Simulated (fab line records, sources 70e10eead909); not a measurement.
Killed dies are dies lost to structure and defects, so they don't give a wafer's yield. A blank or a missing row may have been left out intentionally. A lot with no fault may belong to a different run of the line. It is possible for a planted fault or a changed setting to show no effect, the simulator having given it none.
fab line records | flow nandHarc
record: lots: 7 | wafers: 19 | lastDay: 24
route steps=1159 shown A_SGD_CUT@750 END@1159
lots with no fault: from the same line, run without faults
startH: start of the lot's first displayed wafer, in hours after the record's first day | waitH: hours from the lot's prior step to this one | " identical to the entry in the row above | L1.1+2: one row covering several wafers at once | - either no value or no given start | * or withheld: withheld | < > ~ a bound
route shown NAME@n: NAME is a module with steps in the file, n the number in the route of the first one | usual: mean and standard deviation over wafers with no fault | same: alike in all rows | chamber/n: place in a boat | sites: readings site by site | _std_site: standard deviation of those values | _edge_site: inner sites' mean taken away from outer sites' mean | radiusMm: for every site, how far away it sits from the centre of the wafer | mask NAME#n: copy n | behind: the last tool/chamber to shape the wafer | hold: why the lot went on hold/how many hours it stayed there/how the hold came to an end | device: the n, p or np transistor that did not switch | end of line: tests run on the same wafers once the route is complete | a step without rows: its recipe alone | killed: the dies lost at the first sort to structure and to defects; this is not the yield of the wafer | map: a wafer's dies, marking killed ones x, the rest . and places with no die _
set.NAME: the setting as run; set.NAME@STEP: as run at that earlier step | model.NAME: the simulator's own value behind a step, which no gauge read
certain route steps with their lots: each step a table, each wafer a row
services: a tool's chamber out of use, with start hour (startH, from the record's first day; less than 0 if before it), hours out, and reason
== steps ==
step: NHARC_A_SGD_CUT_COAT_56
recipe: tempC: 260 | timeS: 75
step: NHARC_A_SGD_CUT_COAT_57
recipe: tempC: 225 | timeS: 65
step: NHARC_A_SGD_CUT_COAT_03
recipe: spinRpm: 1500 | resistThkNm: 90
step: NHARC_A_SGD_CUT_SOFTBAKE_04
recipe: tempC: 105 | timeS: 55
step: NHARC_A_SGD_CUT_EBR_05
step: NHARC_A_SGD_CUT_EXPOSE_06
recipe: na: 1.35 | doseMj: 85.59 | maskId: SGD
step: NHARC_A_SGD_CUT_PEB_07
recipe: pebTempC: 100 | pebTimeS: 65
step: NHARC_A_SGD_CUT_DEVELOP_08
recipe: developTimeS: 35 | devTempC: 23
step: NHARC_A_SGD_CUT_CD_MEAS_09
recipe: targetCdNm: 100 | landingEnergyEv: 500
usual: cdNm: 99.9/0.58
lot.wafer | tool     | chamber | startH | waitH | cdNm
L403.2    | cdSem-01 | 0       | 319.39 | -     | 100.5
L403.4    | "        | 0       | "      | "     | 99.7
L403.5    | "        | 0       | "      | "     | 100.8
L410.1    | cdSem-03 | 0       | 346.59 | -     | 100.0
L410.2    | "        | 0       | "      | "     | 99.7
L410.3    | "        | 0       | "      | "     | 99.0
L417.3    | cdSem-02 | 0       | 396.61 | -     | 99.7
L417.4    | "        | 0       | "      | "     | 100.4
L416.2    | cdSem-02 | 0       | 397.04 | -     | 100.1
L416.4    | "        | 0       | "      | "     | 98.9
L416.5    | "        | 0       | "      | "     | 100.0
L418.3    | cdSem-03 | 0       | 406.54 | -     | 99.6
L418.6    | "        | 0       | "      | "     | 99.6
L421.3    | cdSem-01 | 0       | 432.12 | -     | 100.0
L421.4    | "        | 0       | "      | "     | 99.7
L421.5    | "        | 0       | "      | "     | 100.2
L424.2    | cdSem-03 | 0       | 438.69 | -     | 100.8
L424.3    | "        | 0       | "      | "     | 99.7
L424.6    | "        | 0       | "      | "     | 98.8
step: NHARC_A_SGD_CUT_OVL_MEAS_10
usual: overlayXNm: -0.3/0.72 | overlayYNm: -0.3/0.91
lot.wafer | tool       | chamber | startH | waitH | overlayXNm | overlayYNm
L403.2    | overlay-01 | -       | 319.48 | -     | -0.4       | 0.0
L403.4    | "          | -       | "      | "     | -0.7       | 0.2
L403.5    | "          | -       | "      | "     | -0.6       | 0.5
L410.1    | overlay-01 | -       | 346.68 | -     | 0.4        | -0.2
L410.2    | "          | -       | "      | "     | 0.4        | -0.4
L410.3    | "          | -       | "      | "     | 0.4        | -0.2
L417.3    | overlay-02 | -       | 396.69 | -     | -1.0       | -0.3
L417.4    | "          | -       | "      | "     | -1.4       | -0.4
L416.2    | overlay-02 | -       | 397.13 | -     | 0.3        | -0.5
L416.4    | "          | -       | "      | "     | -0.4       | -0.6
L416.5    | "          | -       | "      | "     | -0.4       | -0.1
L418.3    | overlay-01 | -       | 406.63 | -     | -1.4       | 1.2
L418.6    | "          | -       | "      | "     | -1.3       | 0.9
L421.3    | overlay-02 | -       | 432.21 | -     | 0.3        | -0.5
L421.4    | "          | -       | "      | "     | 0.8        | -0.8
L421.5    | "          | -       | "      | "     | 0.0        | -0.9
L424.2    | overlay-02 | -       | 438.78 | -     | 0.4        | 0.4
L424.3    | "          | -       | "      | "     | 0.5        | 0.3
L424.6    | "          | -       | "      | "     | 0.5        | 0.6
step: NHARC_A_SGD_CUT_INSPECT_11
usual: rawDefectCount: 19/10
lot.wafer | tool             | chamber | startH | waitH | rawDefectCount
L403.2    | defectInspect-02 | -       | 319.51 | 0.0   | 14
L403.4    | "                | -       | "      | "     | 25
L403.5    | "                | -       | "      | "     | 21
L410.1    | defectInspect-02 | -       | 346.71 | 0.0   | 31
L410.2    | "                | -       | "      | "     | 18
L410.3    | "                | -       | "      | "     | 17
L417.3    | defectInspect-02 | -       | 396.73 | 0.0   | 28
L417.4    | "                | -       | "      | "     | 30
L416.2    | defectInspect-01 | -       | 397.16 | 0.0   | 7
L416.4    | "                | -       | "      | "     | 1
L416.5    | "                | -       | "      | "     | 8
L418.3    | defectInspect-02 | -       | 406.67 | 0.0   | 13
L418.6    | "                | -       | "      | "     | 9
L421.3    | defectInspect-02 | -       | 432.24 | 0.0   | 33
L421.4    | "                | -       | "      | "     | 35
L421.5    | "                | -       | "      | "     | 33
L424.2    | defectInspect-01 | -       | 438.82 | 0.0   | 15
L424.3    | "                | -       | "      | "     | 13
L424.6    | "                | -       | "      | "     | 13
step: NHARC_A_SGD_CUT_DESCUM_14
recipe: timeS: 3 | o2FlowSccm: 200 | arFlowSccm: 0 | biasPowerW: 0 | chemistry: O2
usual: drypumpMotorCurrentA: 5.6/0.49 | oesProductAu: 0.997/0.014 | rfVppV: 58.0/0.78 | showerheadPlenumPTorr: 1.95/0.065 | throttleValvePct: 11.311/0.0092
lot.wafer | tool       | chamber | startH | waitH | drypumpMotorCurrentA | oesProductAu | rfHoursCounterH | rfVppV | showerheadPlenumPTorr | throttleValvePct
L403.4    | rieDiel-04 | 2       | 319.58 | 0.1   | 4.8                  | 1.005        | 2               | 58.3   | 1.97                  | 11.324
L403.2    | "          | 0       | "      | "     | 6.0                  | 1.006        | 2               | 58.3   | 1.96                  | 11.309
L403.5    | "          | 2       | "      | "     | 4.9                  | 1.020        | -               | 58.2   | 1.97                  | 11.315
L410.2    | rieDiel-02 | 3       | 346.77 | 0.1   | 5.5                  | 0.993        | 1               | 58.8   | 2.04                  | 11.317
L410.3    | "          | 0       | "      | "     | 5.9                  | 1.018        | 1               | 58.3   | 1.83                  | 11.330
L410.1    | "          | 1       | "      | "     | 5.0                  | 1.009        | 1               | 58.1   | 1.96                  | 11.311
L417.4    | rieDiel-02 | 2       | 396.80 | 0.1   | 6.2                  | 0.997        | 7               | 57.9   | 1.95                  | 11.305
L417.3    | "          | 3       | "      | "     | 5.5                  | 0.984        | 7               | 58.1   | 2.04                  | 11.304
L416.4    | rieDiel-02 | 3       | 397.23 | 0.1   | 5.5                  | 0.977        | 7               | 58.6   | 2.04                  | 11.324
L416.2    | "          | 1       | "      | "     | 5.0                  | 1.004        | 6               | 58.4   | 1.96                  | 11.305
L416.5    | "          | 3       | "      | "     | 5.5                  | 0.993        | -               | 58.1   | 2.04                  | 11.299
L418.3    | rieDiel-02 | 3       | 406.73 | 0.1   | 5.5                  | 0.998        | 8               | 58.7   | 2.04                  | 11.303
L418.6    | "          | 0       | "      | "     | 5.9                  | 1.021        | -               | 58.5   | 1.82                  | 11.312
L421.3    | rieDiel-01 | 1       | 432.31 | 0.1   | 6.3                  | 0.981        | 8               | 57.7   | 2.04                  | 11.297
L421.4    | "          | 2       | "      | "     | 6.4                  | 0.991        | 9               | 58.3   | 1.94                  | 11.305
L421.5    | "          | 2       | "      | "     | 6.5                  | 0.982        | -               | 58.1   | 1.94                  | 11.314
L424.2    | rieDiel-04 | 3       | 438.89 | 0.1   | 5.3                  | 0.989        | 17              | 58.9   | 1.96                  | 11.302
L424.3    | "          | 3       | "      | "     | 5.4                  | 1.005        | -               | 57.3   | 1.96                  | 11.314
L424.6    | "          | 2       | "      | "     | 4.9                  | 1.001        | -               | 58.1   | 1.96                  | 11.315
step: NHARC_A_SGD_CUT_ETCH_58
recipe: targetDepthA: 390 | overEtchFrac: 0.3 | timeS: 65 | ionEnergyEv: 80 | cf4FlowSccm: 150 | arFlowSccm: 0 | rfW: 300 | biasW: 100 | chemistry: CF4
usual: drypumpMotorCurrentA: 5.6/0.49 | oesProductAu: 0.997/0.016 | rfVppV: 151.6/1 | runLengthS: 86.3/0.5 | showerheadPlenumPTorr: 1.80/0.055 | throttleValvePct: 13.284/0.0089
lot.wafer | tool       | chamber | startH | waitH | drypumpMotorCurrentA | oesProductAu | rfHoursCounterH | rfVppV | runLengthS | showerheadPlenumPTorr | throttleValvePct
L403.2    | rieDiel-04 | 1       | 319.66 | 0.1   | 5.2                  | 0.982        | 1               | 151.5  | 87.0       | 1.73                  | 13.282
L403.4    | "          | 0       | "      | "     | 6.0                  | 1.001        | 2               | 151.7  | 86.2       | 1.80                  | 13.297
L403.5    | "          | 1       | "      | "     | 5.3                  | 0.978        | -               | 150.8  | 86.7       | 1.73                  | 13.283
L410.3    | rieDiel-02 | 0       | 346.87 | 0.1   | 5.9                  | 1.020        | 1               | 149.6  | 86.1       | 1.69                  | 13.286
L410.1    | "          | 1       | "      | "     | 5.0                  | 1.015        | 1               | 151.4  | 86.5       | 1.81                  | 13.282
L410.2    | "          | 2       | "      | "     | 6.2                  | 1.000        | 1               | 151.9  | 86.0       | 1.80                  | 13.269
L417.3    | rieDiel-02 | 3       | 396.88 | 0.1   | 5.5                  | 0.974        | 7               | 153.1  | 67.0       | 1.88                  | 13.297
L417.4    | "          | 1       | "      | "     | 5.0                  | 1.001        | 6               | 152.5  | 67.5       | 1.81                  | 13.285
L416.2    | rieDiel-02 | 0       | 397.32 | 0.1   | 5.9                  | 1.023        | 5               | 150.2  | 86.1       | 1.69                  | 13.291
L416.4    | "          | 2       | "      | "     | 6.2                  | 1.001        | 7               | 151.7  | 66.0       | 1.80                  | 13.263
L416.5    | "          | 0       | "      | "     | 5.9                  | 1.020        | -               | 150.2  | 86.4       | 1.69                  | 13.276
L418.3    | rieDiel-02 | 0       | 406.82 | 0.1   | 5.8                  | 1.016        | 6               | 151.8  | 66.7       | 1.69                  | 13.281
L418.6    | "          | 0       | "      | "     | 5.9                  | 1.006        | -               | 150.5  | 86.3       | 1.69                  | 13.286
L421.3    | rieDiel-01 | 1       | 432.41 | 0.1   | 6.3                  | 0.989        | 8               | 153.1  | 87.0       | 1.87                  | 13.282
L421.4    | "          | 2       | "      | "     | 6.5                  | 0.986        | 9               | 153.8  | 86.1       | 1.79                  | 13.284
L421.5    | "          | 0       | "      | "     | 6.0                  | 0.972        | -               | 152.8  | 85.7       | 1.81                  | 13.289
L424.2    | rieDiel-04 | 1       | 439.05 | 0.1   | 5.3                  | 0.991        | 11              | 150.1  | 86.6       | 1.73                  | 13.285
L424.3    | "          | 2       | "      | "     | 4.8                  | 1.013        | 17              | 151.6  | 86.0       | 1.81                  | 13.290
L424.6    | "          | 2       | "      | "     | 4.8                  | 1.012        | -               | 151.9  | 86.2       | 1.81                  | 13.283
step: NHARC_A_SGD_CUT_ETCH_59
recipe: targetDepthA: 2600 | overEtchFrac: 0.25 | timeS: 406.25 | ionEnergyEv: 200 | n2FlowSccm: 150 | h2FlowSccm: 150 | arFlowSccm: 0 | rfW: 400 | biasW: 150 | chemistry: N2/H2
usual: drypumpMotorCurrentA: 5.6/0.49 | oesProductAu: 0.995/0.013 | rfVppV: 431.7/2.2 | runLengthS: 427.6/0.49 | showerheadPlenumPTorr: 2.08/0.071 | throttleValvePct: 14.172/0.0093
lot.wafer | tool       | chamber | startH | waitH | drypumpMotorCurrentA | oesProductAu | rfHoursCounterH | rfVppV | runLengthS | showerheadPlenumPTorr | throttleValvePct
L403.4    | rieDiel-04 | 3       | -      | -     | 5.4                  | 0.988        | 2               | 432.4  | 427.9      | 2.10                  | 14.171
L403.2    | "          | 1       | "      | "     | 5.2                  | 0.995        | 2               | 428.0  | 427.9      | 2.00                  | 14.170
L403.5    | "          | 3       | "      | "     | 5.3                  | 0.999        | -               | 432.4  | 428.6      | 2.10                  | 14.181
L410.1    | rieDiel-02 | 2       | -      | -     | 6.2                  | 0.990        | 1               | 431.6  | 427.0      | 2.09                  | 14.178
L410.3    | "          | 3       | "      | "     | 5.5                  | 0.982        | 1               | 435.1  | 427.3      | 2.18                  | 14.186
L410.2    | "          | 1       | "      | "     | 5.1                  | 0.998        | 1               | 431.7  | 428.3      | 2.09                  | 14.162
L417.3    | rieDiel-02 | 1       | -      | -     | 5.0                  | 1.006        | 6               | 433.1  | 428.0      | 2.09                  | 14.190
L417.4    | "          | 3       | "      | "     | 5.5                  | 0.996        | 7               | 434.4  | 427.1      | 2.18                  | 14.174
L416.2    | rieDiel-02 | 0       | -      | -     | 5.9                  | 1.026        | 5               | 428.2  | 427.7      | 1.94                  | 14.171
L416.4    | "          | 1       | "      | "     | 5.0                  | 1.010        | 7               | 432.8  | 427.8      | 2.09                  | 14.180
L416.5    | "          | 3       | "      | "     | 5.5                  | 0.986        | -               | 435.0  | 427.5      | 2.18                  | 14.166
L418.3    | rieDiel-02 | 2       | -      | -     | 6.2                  | 0.982        | 8               | 431.5  | 426.6      | 2.08                  | 14.163
L418.6    | "          | 2       | "      | "     | 6.2                  | 0.994        | -               | 432.4  | 426.6      | 2.08                  | 14.174
L421.4    | rieDiel-01 | 2       | -      | -     | 6.5                  | 0.993        | 9               | 431.4  | 427.2      | 2.07                  | 14.175
L421.3    | "          | 3       | "      | "     | 5.4                  | 1.000        | 9               | 429.2  | 427.5      | 1.98                  | 14.181
L421.5    | "          | 3       | "      | "     | 5.4                  | 0.999        | -               | 429.0  | 427.2      | 1.98                  | 14.172
L424.3    | rieDiel-04 | 3       | -      | -     | 5.3                  | 0.990        | 17              | 431.6  | 427.8      | 2.09                  | 14.171
L424.2    | "          | 2       | "      | "     | 4.8                  | 1.005        | 17              | 431.7  | 427.4      | 2.09                  | 14.166
L424.6    | "          | 2       | "      | "     | 4.8                  | 1.004        | -               | 431.8  | 427.1      | 2.09                  | 14.178
step: NHARC_END_SORT_01
recipe: tempC: 25
usual: killedAtArray: 25/7.8 | killedAtOther: 0.6/0.81 | killedAtPeriphery: 3.3/2.2 | killedDies: 29/8.2 | killedOpen: 3.5/1.9 | killedShort: 1.8/1.3
same: grossDies: 677
lot.wafer | tool      | chamber | startH | waitH | killedAtArray | killedAtOther | killedAtPeriphery | killedDies | killedOpen | killedShort
L410.1    | prober-01 | 0       | 471.20 | 2.5   | 22            | 0             | 8                 | 30         | 4          | 2
L410.2    | prober-01 | 0       | 471.99 | 2.8   | 20            | 1             | 3                 | 24         | 4          | 2
L410.3    | prober-01 | 0       | 472.77 | 3.1   | 17            | 1             | 5                 | 23         | 0          | 2
L416.4    | prober-01 | 0       | 533.65 | 3.4   | 589           | 0             | 2                 | 591        | 3          | 1
L418.3    | prober-01 | 0       | 548.52 | 3.1   | 601           | 2             | 3                 | 606        | 6          | 1
killed by level:class
L410.1 A_CHANNEL_HOLE_D1:chamberFilmFlake=13 P_GATE:chamberFilmFlake=5 A_ONON_D1:geometricParticle:open=2 A_BONDPAD:chamberFilmFlake=2 P_M0:geometricParticle:short=1 A_CHANNEL_HOLE_D1:geometricParticle:short=1 A_CONTACT:geometricParticle:open=1 A_BLC:geometricParticle:open=1
L410.2 A_CHANNEL_HOLE_D1:chamberFilmFlake=7 A_BONDPAD:chamberFilmFlake=3 A_CONTACT:geometricParticle:open=2 A_WL_FILL:chamberFilmFlake=2 A_CONTACT:chamberFilmFlake=2 P_GATE:geometricParticle:open=1 A_SOURCE_PLATE:geometricParticle:short=1 A_WL_FILL:geometricParticle:short=1
L410.3 A_CHANNEL_HOLE_D1:chamberFilmFlake=7 A_BONDPAD:chamberFilmFlake=6 P_GATE:chamberFilmFlake=3 A_SOURCE_PLATE:geometricParticle:short=1 A_M1:geometricParticle:short=1 P_STI:chamberFilmFlake=1 P_CONTACT:chamberFilmFlake=1 A_WL_FILL:chamberFilmFlake=1
L416.4 A_SGD_CUT:areaEtch=582 A_CONTACT:chamberFilmFlake=4 P_GATE:geometricParticle:open=1 P_M0:geometricParticle:open=1 A_STAIRCASE:geometricParticle:open=1 A_WL_FILL:geometricParticle:short=1 A_CHANNEL_HOLE_D1:chamberFilmFlake=1
L418.3 A_SGD_CUT:areaEtch=566 A_SLIT:chamberFilmFlake=14 A_CONTACT:chamberFilmFlake=6 A_CHANNEL_HOLE_D1:chamberFilmFlake=6 A_CONTACT:geometricParticle:open=2 A_STAIRCASE:chamberFilmFlake=2 THIN_TSV:chamberFilmFlake=2 P_M1:geometricParticle:open=1
map L416.4 (x killed, . not)
____________x____________
_________xxxxxxx_________
_______xxxx.xxxxxx_______
______xxxxxxxxxxxxx______
_____xxxxxxxxxxxxxxx_____
____xxxxxxxxx..xxxxxx____
____xxxxxxxxxx.xxxxxx____
___x.xxx.xxxxxxxxxxxx.___
___.xxxxxxxxxxxxxxxxxx___
__xx.xxxxxxxxxxxxxxxxxx__
__x..xxxxxxxxx.xxxxxxxx__
_x.xxxxxxxxxxxxxxxxxxxxx_
_..xxxxxxxxxxxxxxxxxxxxx_
_..xxxxxxxxxxxxxxxxxxx.x_
_.xx.xxxxxxxxxxxxxxxxxx._
_xxxxxxxxxxxxxxxxxxxxxxx_
x.xxxxxxxxxxxxxxxxxxxxxxx
xxxxxxxxxxxxxxxxxxxxxxx..
.xxxxxxxxxxxxxxxxxxxxxxx.
.xxxxxxxxxxxxxxxxxxxxxxxx
..xxxxxxxxxxxxxxxxxxxxxxx
_.xxxxxxxxxxxxxxxxxxxx.x_
_x.xx.xxxxxxxxxxxxxxx.xx_
_xxxxxxxxxxxxxxxxxxxxxx._
_.xxxxxxxxxxxxxxxxxxxxx._
_.x.x.xxxxxxxxxxxxx...xx_
__..xxxxxxxxxxxxxxxxxx.__
__.xxxxxxxxxxxxxxxxxxxx__
___xxxxxxxxx.xxxxxx.xx___
___xx.xxx.xxxxxxxxxx..___
____...xxx..xxxxxxx.x____
____..x...xx.xx..xx.x____
_____.....xxxxxxxxxx_____
______x.xxxx.xxx.xx______
_______...x.x.xxx._______
_________..xx.xx_________
____________.____________
map L418.3 (x killed, . not)
____________x____________
_________xxxxxxx_________
_______xxxxxxx.xxx_______
______xxxxxxxxxxxxx______
_____xxxxxxxxxxx.xxx_____
____xxxxxxxxxxxxxxxxx____
____.xxxxxxxxxx.xxxxx____
___xxxxxxx.x..xxxxxxxx___
___xxxxxxxxxxxx.xxxxxx___
__xxxxxxxxxxxxxxxxxx.xx__
__x.xxxxxxxxxxxx.xxxxxx__
_xxxxxxxxxxxx.xxxxxxxxxx_
_xxxxxxxxxxxx.xx.xxxxxxx_
_xxxxxxxxxxxxxxx.xxxxxxx_
_xx.xxxxxx.xxxxxxxxxxxx._
_xxxxxxxx.x.x..xxxxxx.xx_
xx.xxxx.x.xxxxx...xxxxxxx
xxxxxxxxx..xx..xxx.xx.xxx
xxx.xxxxx.xxxxxxxxx.xxx.x
xxxxxxxxxxxxx.x.xxxxxxxxx
xxxxxxxx.xxxxxxxx.xxxxxxx
_xxxxxxxx.xxx.xxxxx.xxxx_
_xxxxxxxxxx.xxxx.xxxxxx._
_xxxxxxxxxxxxx.xxx.xxxxx_
_xxxxxxxxxx.xxx..x.x.xxx_
_xxxxxx.xxxxxxxx.xxxxxxx_
__xxxxxxxx.xxxxxx.xxx.x__
__xxxxxxxxxxxxxxxxxxxxx__
___xxxxxxxxxxxxxxxx.xx___
___xxxxxxxxxx..xxx.xxx___
____xxxxxxxxxxxxx.xxx____
____xxxxxxxxxxxxxxxxx____
_____xxxxxxxxxxxxxxx_____
______xx.xxxxxx..xx______
_______x.xxxxxxx.x_______
_________xxxxxxx_________
____________x____________
== services ==
tool       | chamber | startH | hours | kind
rieDiel-04 | 1       | 300.78 | 5.4   | repair
rieDiel-02 | 0       | 306.81 | -     | clean
rieDiel-02 | 1       | 306.81 | -     | clean
rieDiel-02 | 2       | 306.81 | -     | clean
rieDiel-02 | 3       | 306.81 | -     | clean
rieDiel-01 | -       | 314.80 | 9.0   | pm
rieDiel-01 | -       | 324.20 | 1.0   | repair
rieDiel-04 | 0       | 324.52 | 15.0  | repair
rieDiel-02 | -       | 327.88 | 9.0   | pm
rieDiel-02 | 0       | 327.88 | 9.0   | ventCycle
rieDiel-02 | 1       | 327.88 | 9.0   | ventCycle
rieDiel-02 | 2       | 327.88 | 9.0   | ventCycle
rieDiel-02 | 3       | 327.88 | 9.0   | ventCycle
rieDiel-02 | 0       | 336.88 | -     | clean
rieDiel-02 | 1       | 336.88 | -     | clean
rieDiel-02 | 2       | 336.88 | -     | clean
rieDiel-02 | 3       | 336.88 | -     | clean
rieDiel-04 | 1       | 337.27 | 34.0  | repair
rieDiel-02 | 0       | 361.38 | -     | clean
rieDiel-02 | 1       | 361.38 | -     | clean
rieDiel-02 | 0       | 363.97 | 4.9   | repair
rieDiel-04 | -       | 365.20 | 0.1   | repair
rieDiel-04 | 0       | 435.65 | 15.3  | repair
rieDiel-04 | 1       | 436.70 | 2.2   | repair
== key ==
firstSign: step: NHARC_A_SGD_CUT_ETCH_58 | reading: runLengthS | direction: down | sigmas: 39 | usual: * | struck: *
effect: step: NHARC_END_SORT_01 | reading: killedAtArray | direction: up | sigmas: 73 | usual: 25 | struck: 595
moreKillsBornAt: NHARC_A_SGD_CUT_ETCH_58@rieDiel-02: 1148
metAt NHARC_A_SGD_CUT_ETCH_58
struckWafers L416.4,L417.3,L417.4,L418.3
laterRowsLeftOut L416.4,L417.3,L417.4,L418.3
sortLeftOut L417.3,L417.4
testerLeftOut L416,L417,L418
onsetBetween 346.87 396.88
fault: kind: processParameterDrift | tool: rieDiel-02 | chamber: - | onsetH: 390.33 | steps: NHARC_A_SGD_CUT_ETCH_58 | channel: timeS | offset: * | shape: step | endH: 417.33 | scope: struckWafersOnly | actsIn: * | stated: *
testerLeftOut: of these lots the tester's yield and bins aren't shown, on N5 and GAA mostly nor the transistor test; their killed dies are dies lost to structure and defects alone, not to doping, threshold or leakage, so they don't give the yield
sortLeftOut: the simulated sort isn't trusted on such a fault, so these wafers' sort isn't shown, and their yield isn't known
laterRowsLeftOut: the simulator's readings of these wafers behind a module that went badly wrong aren't trusted and aren't shown, but for the sort
